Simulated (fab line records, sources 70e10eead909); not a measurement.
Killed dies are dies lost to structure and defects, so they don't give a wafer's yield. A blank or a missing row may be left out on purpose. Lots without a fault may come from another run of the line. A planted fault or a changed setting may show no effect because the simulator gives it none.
Problem report in the 8D (eight disciplines) form, filled by code | flow nand_harc | the parts of the form that need people (team, actions taken, sign-off) are left out

1. THE PROBLEM
killed_at_periphery at NHARC_END_SORT_01 reads a mean of 67.0 on 2 wafers of 2 lots; wafers without a fault read 3.8 with a standard deviation of 2.7. That is +23 standard deviations from the usual mean.
First seen on wafer L190.3, day 30 10:13, on prober-01. The record holds 20 wafers of 8 lots with a number at this step. Rule for "out", or "out of limits": more than 4 standard deviations from the usual mean. The other wafers with a number count as sound.

2. WHAT IT IS AND WHAT IT IS NOT
question                    | is                     | is not
which readings at this step | killed_at_periphery    | killed_at_array, killed_at_other, killed_open, killed_short
which lots                  | L190, L191             | L176, L181, L188, L192, L194, L198
which wafers of those lots  | all that have a number | -
read on which gauges        | prober-01, prober-02   | -
when                        | from day 30 10:13      | up to then (9 sound wafers); but 9 sound wafers of L192, L194, L198 came after

3. SUSPECTS, AND WHAT RULES EACH OUT
Counting: a tool at a process step up to the reading stays a suspect if it ran every lot that is out and no sound lot after the first of them.
- the gauge at NHARC_END_SORT_01: ruled out. The wafers that are out were read on 2 gauges (prober-01, prober-02).
- rie_diel-01 at NHARC_P_M0_ETCH_15 (etches the open film in C4F8/Ar, target depth 150 nm, overetch 15 nm, time 82.5 s): kept. It ran every lot that is out, first L191 (day 12 02:31), and no sound lot after that; its last sound lot up to then is L181 (day 8 02:34).
- rie_diel-13 at NHARC_P_M1_DESCUM_14 (chemistry O2, time 3 s): ruled out as a lasting fault. Sound lots L192 ran on it after its first lot that is out, L191 (day 12 08:18).
- rie_diel-10 at NHARC_P_M1_ETCH_28 (etches the open film in CF4/N2, target depth 30 nm, time 72.99 s): ruled out as a lasting fault. Sound lots L192, L198 ran on it after its first lot that is out, L190 (day 30 10:13). NHARC_P_M1_ETCH_28 gives no start for some lots, so the hours and the order of its lots are those of NHARC_END_SORT_01.
Left after counting: rie_diel-01 at NHARC_P_M0_ETCH_15.

4. THE CAUSE (what the simulator had put in)
Chamber particle source: rie_diel-01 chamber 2, from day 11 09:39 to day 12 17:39, at NHARC_P_M0_ETCH_15. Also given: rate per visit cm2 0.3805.
Counting left only this tool.

5. THE CHAIN OF EFFECTS, in route order
Each row: a reading whose mean over the struck wafers that have a number lies more than 3 standard deviations from the usual. Only readings for which the record gives a usual standard deviation are gone through. hours: the time from each lot's start at the first step in this table that gives one to its start at this step, as a median over the lots. sigmas: the change in usual standard deviations.
hours | step              | reading             | usual | on struck wafers | change | sigmas
0     | NHARC_END_SORT_01 | killed_at_periphery | 3.8   | 67.0             | +63.2  | +23

6. WHAT WOULD HAVE CAUGHT IT SOONER
In this record the first reading out of limits at a measuring or inspecting step was taken at day 30 10:13, 457 hours after the fault began at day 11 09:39.
Of the tool readings at NHARC_P_M0_ETCH_15 for which the record gives a usual standard deviation, none was out on any struck wafer, so an alarm limit of 4 standard deviations on them would not have fired.
All the lots that are out (2) had begun NHARC_P_M0_ETCH_15 on rie_diel-01 by day 30 10:13. A hold on the tool at that time would have spared none of them.
